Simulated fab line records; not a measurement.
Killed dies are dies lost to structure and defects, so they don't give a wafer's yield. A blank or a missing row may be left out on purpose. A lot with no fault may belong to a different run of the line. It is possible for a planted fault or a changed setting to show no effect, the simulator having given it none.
Matching of chambers + flow n5 finfet + N5_BEOL_M9_STRIP_67 on rie diel-03 has 4 sister chambers
The step strips in CF4. 4 wafers are shown with their chamber, then 10 later ones without.

== WAFERS PAIRED WITH THEIR CHAMBERS ==
| wafer  | chamber | showerhead plenum p Torr (Torr) |
|--------|---------|---------------------------------|
| L086.3 | 2       | 1.88                            |
| L086.5 | 0       | 1.84                            |
| L089.1 | 1       | 1.86                            |
| L089.2 | 3       | 1.70                            |

== WAFERS WITHOUT THEIR CHAMBER ==
| wafer  | showerhead plenum p Torr (Torr) |
|--------|---------------------------------|
| L089.5 | 1.84                            |
| L090.2 | 1.70                            |
| L090.4 | 1.84                            |
| L090.6 | 1.70                            |
| L095.1 | 1.88                            |
| L095.3 | 1.83                            |
| L095.6 | 1.83                            |
| L096.2 | 1.86                            |
| L096.3 | 1.70                            |
| L096.6 | 1.70                            |

== EACH ONE'S CHAMBER ==
| wafer  | from the rows above | in truth |
|--------|---------------------|----------|
| L089.5 | 0                   | 0        |
| L090.2 | 3                   | 3        |
| L090.4 | 0                   | 0        |
| L090.6 | 3                   | 3        |
| L095.1 | 2                   | 2        |
| L095.3 | 0                   | 0        |
| L095.6 | 0                   | 0        |
| L096.2 | 1                   | 1        |
| L096.3 | 3                   | 3        |
| L096.6 | 3                   | 3        |
Placed correctly: 10 of 10. Can't be placed from these rows: 0. Number placed wrongly: 0.
How it was worked out, from the rows above alone: a wafer's distance from a chamber is the root of the sum, over the readings, of the square of ((its reading less the chamber's mean) divided by the reading's scatter). The wafer belongs to the nearest chamber; if the next one is less than 2 further off, it can't be placed. The mean given for a chamber averages the wafers shown for that chamber. The scatter: with one shown wafer a chamber, the root of the mean of the squares of how far each hidden wafer lies from its nearest shown one.
